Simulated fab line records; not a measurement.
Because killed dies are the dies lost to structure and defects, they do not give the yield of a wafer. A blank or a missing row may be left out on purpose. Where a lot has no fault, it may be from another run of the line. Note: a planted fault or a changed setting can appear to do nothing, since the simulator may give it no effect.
A struck lot beside a sound one | flow n5_finfet | 25 steps out of a route of 1938
Sound: these wafers, L824.1, L824.5, L824.6. Wafers L826.3, L826.4, L826.6 were the ones struck. At the end, the cause is stated.
Order at every step that has rows: each side's tool, ch and its chambers, its first start. Under that, the readings that differ: sound wafers | struck wafers | difference of the means | sigmas: that difference in standard deviations of wafers without a fault.
alike: readings with means less than 2 such deviations apart, plus words and numbers identical on both sides. not compared: withheld readings, readings lacking a value on some wafer, bounds such as >300 that could conceal the same value, and numbers that have no deviation in the record and whose values overlap.
The two part at a step that has a row with sigmas, a row that says differs or no value, or rows on one side only. Numbers that don't overlap but have no deviation are shown without sigmas and don't part them. A reading that every wafer of one side lacks parts them only if that side has two wafers or more.

first, 11 steps without rows for these wafers: N5_BEOL_M0_SAQP_STRIP_108 (strips in N2/H2); N5_BEOL_M0_SAQP_RECESS_109 (chemistry HF/NH3, target SiO2, target depth 3 nm, afs cycles 1, sublimation time 60 s); N5_BEOL_M0_SAQP_SPACER2_ALD_26 (deposits SiO2, target thk 15 nm, pulse time 1 s, purge time 2 s); N5_BEOL_M0_SAQP_SPACER2_ETCHBACK_27 (etches SiO2 in CHF3/O2, target depth 22.5 nm, time 11.25 s); N5_BEOL_M0_SAQP_MANDREL2_REMOVE_110 (chemistry HBr/Cl2/O2, target a-Si, stops on SiCN, bt time 10 s); N5_BEOL_M0_SAQP_COAT_69 (time 60 s, resist thk 90 nm); N5_BEOL_M0_SAQP_COAT_72 (time 60 s, resist thk 15 nm); N5_BEOL_M0_SAQP_COAT_87 (time 60 s, resist thk 5 nm); N5_BEOL_M0_SAQP_COAT_34 (resist thk 30 nm); N5_BEOL_M0_SAQP_EBR_36; N5_BEOL_M0_SAQP_SOFTBAKE_35 (time 60 s).
N5_BEOL_M0_SAQP_EXPOSE_37: exposes mask M0 CUT1, target cd 30 nm.
  sound on euv_scanner-01 ch 0, day 6 04:31; struck on euv_scanner-01 ch 0, day 7 00:46
  reading              | sound             | struck            | difference | sigmas
  exposure_dose_mJ_cm2 | 44.72 44.72 44.70 | 43.31 43.41 43.40 | -1.34      | -31
  alike: mask, reticle_temp_C
then, 2 steps without rows for these wafers: N5_BEOL_M0_SAQP_PEB_38 (peb time 60 s); N5_BEOL_M0_SAQP_DEVELOP_39 (develop time 30 s).
N5_BEOL_M0_SAQP_DESCUM_45: chemistry O2, time 7 s.
  sound on rie_diel-01 ch 0,1,2, day 6 04:47; struck on rie_diel-01 ch 2,3, day 7 01:27
  reading                       | sound          | struck         | difference | sigmas
  model.BEOL_M0_SAQP.cd_nm (nm) | 29.8 29.6 29.8 | 29.2 29.4 29.2 | -0.5       |
  alike: bias_power_w, drypump_motor_current_A, o2_flow_sccm, oes_product_au, rf_vpp_V, showerhead_plenum_p_Torr, throttle_valve_pct
  not compared: rf_hours_counter_h
then, 6 steps without rows for these wafers: N5_BEOL_M0_SAQP_ETCH_88 (etches underlayer in N2/H2, target depth 6.5 nm, time 5.2 s); N5_BEOL_M0_SAQP_ETCH_73 (etches SiARC in CF4, target depth 19.5 nm, time 32.5 s); N5_BEOL_M0_SAQP_CUT_ETCH_46 (etches SOC in N2/H2, target depth 135 nm, overetch 27 nm, time 202.5 s); N5_BEOL_M0_SAQP_STRIP_74 (strips in N2/H2); N5_BEOL_M0_SAQP_STRIP_89 (strips in N2/H2); N5_BEOL_M0_SAQP_ALD_48 (deposits SiO2, target thk 20 nm, pulse time 1 s, co reactant pulse time 1 s).
N5_BEOL_M0_SAQP_ETCH_49: etches SiO2 in CF4/O2, target depth 37 nm.
  sound on rie_diel-02 ch 0,2, day 6 05:49; struck on rie_diel-02 ch 0,1,3, day 7 02:16
  reading                       | sound        | struck     | difference | sigmas
  model.BEOL_M0_SAQP.cd_nm (nm) | 30 29.6 29.8 | 29 29.4 29 | -1         |
  alike: drypump_motor_current_A, oes_ar_750_au, oes_product_au, rf_vpp_V, showerhead_plenum_p_Torr, throttle_valve_pct
  not compared: rf_hours_counter_h
then, 1 step without rows for these wafers: N5_BEOL_M0_SAQP_STRIP_75 (strips in CF4).
-- here the record skips 2 days between the struck wafers' starts before and after, leaving off in module BEOL_M0_SAQP and picking up in module BEOL_M4 (first step shown: number 1111 of the route) --
N5_BEOL_M4_RC_MEAS_101:
  sound on prober-02 ch 0, day 9 01:57; struck on prober-02 ch 0, day 9 12:08
  reading       | sound          | struck         | difference | sigmas
  DIBL_N (mV/V) | 33.0 32.1 34.4 | 36.1 35.4 36.4 | +2.8       | +2
  alike: DIBL_P, IOFF_N, IOFF_P, ION_N, ION_P, SS_N, SS_P, VT_N, VT_P
-- a jump in the record: the struck wafers' starts before and after are 5 days apart (it breaks off in module BEOL_M4 and resumes in module PASSIVATION, where the first step shown is number 1936 of the route) --
N5_PASSIVATION_PROBE_49:
  the record has rows for the struck wafers here (prober-01, day 14 04:08) and none for the sound ones

== WHERE THEY PART ==
Last at N5_PASSIVATION_PROBE_49 as far as this record goes, first at N5_BEOL_M0_SAQP_EXPOSE_37.

WHY: what had been put in by the simulator
Process parameter drift: euv_scanner-01, from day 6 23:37 on, at N5_BEOL_M0_SAQP_EXPOSE_37. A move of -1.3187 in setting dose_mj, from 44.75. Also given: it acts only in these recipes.
